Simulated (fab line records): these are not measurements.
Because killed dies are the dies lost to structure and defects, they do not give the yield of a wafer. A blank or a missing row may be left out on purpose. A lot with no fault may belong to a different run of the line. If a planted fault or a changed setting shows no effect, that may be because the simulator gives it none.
Chamber matching -- flow nand-harc -- NHARC_A_WL_FILL_ETCHBACK_26 on rie-si-06 has 4 sister chambers
The step etches the open film in HBr, target depth 52 nm, time 13.3 s. 14 wafers are shown with their chamber, then 7 later ones without.

WAFERS WITH THEIR CHAMBER
wafer,chamber,oes-product-au (a.u.),rf-fwd-power-W (W),throttle-valve-pct (%)
L933.4,1,1.007,343.0,23.274
L933.5,1,1.009,342.3,23.268
L933.6,2,1.003,341.6,23.280
L937.3,2,1.011,340.7,23.276
L937.4,3,0.999,341.9,23.262
L937.6,2,1.007,342.5,23.248
L946.2,3,1.002,344.2,23.259
L946.5,1,1.008,343.9,23.256
L946.6,2,1.008,341.8,23.262
L949.2,1,0.989,341.5,23.258
L949.3,3,0.998,340.7,23.271
L949.4,0,1.004,342.2,23.263
L951.4,2,1.007,343.2,23.268
L951.5,1,1.002,342.7,23.266

SIGNATURES, as means of the wafers listed above
reading,chamber 0,chamber 1,chamber 2,chamber 3,scatter within a chamber
oes-product-au,1.00400,1.00300,1.00720,0.99967,0.00562
rf-fwd-power-W,342.200,342.680,341.960,342.267,1.14
throttle-valve-pct,23.26300,23.26440,23.26680,23.26400,0.00966
Rule: a wafer lies at a distance from a chamber equal to the root of the sum of squares, over the readings, of (its reading less the chamber's mean, divided by the reading's scatter). The wafer belongs to the nearest chamber; if the next one is less than 2 further off, it can't be placed. The scatter: the root of (the sum of the squares of (reading less its chamber's mean) over the shown wafers, divided by (wafers less chambers)).

WAFERS WITHOUT THEIR CHAMBER
wafer,oes-product-au (a.u.),rf-fwd-power-W (W),throttle-valve-pct (%)
L951.6,1.003,342.4,23.277
L954.1,0.999,346.0,23.280
L954.3,0.992,343.0,23.263
L954.5,1.001,340.5,23.273
L955.3,0.998,341.5,23.256
L955.4,0.997,343.8,23.252
L955.5,1.003,342.8,23.262

CHAMBER TAKEN BY EACH
wafer,from the rows above,in truth
L951.6,can't be placed: 1 or 2 or 0 or 3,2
L954.1,can't be placed: 1 or 3 or 0 or 2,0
L954.3,can't be placed: 3 or 1 or 0 or 2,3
L954.5,can't be placed: 2 or 3 or 0 or 1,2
L955.3,can't be placed: 3 or 0 or 1 or 2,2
L955.4,can't be placed: 3 or 1 or 0 or 2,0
L955.5,can't be placed: 1 or 0 or 3 or 2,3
Correct placement for 0 of the 7. From these rows, 7 cannot be placed; in 7 the true chamber is one of the candidates. Number placed wrongly: 0.
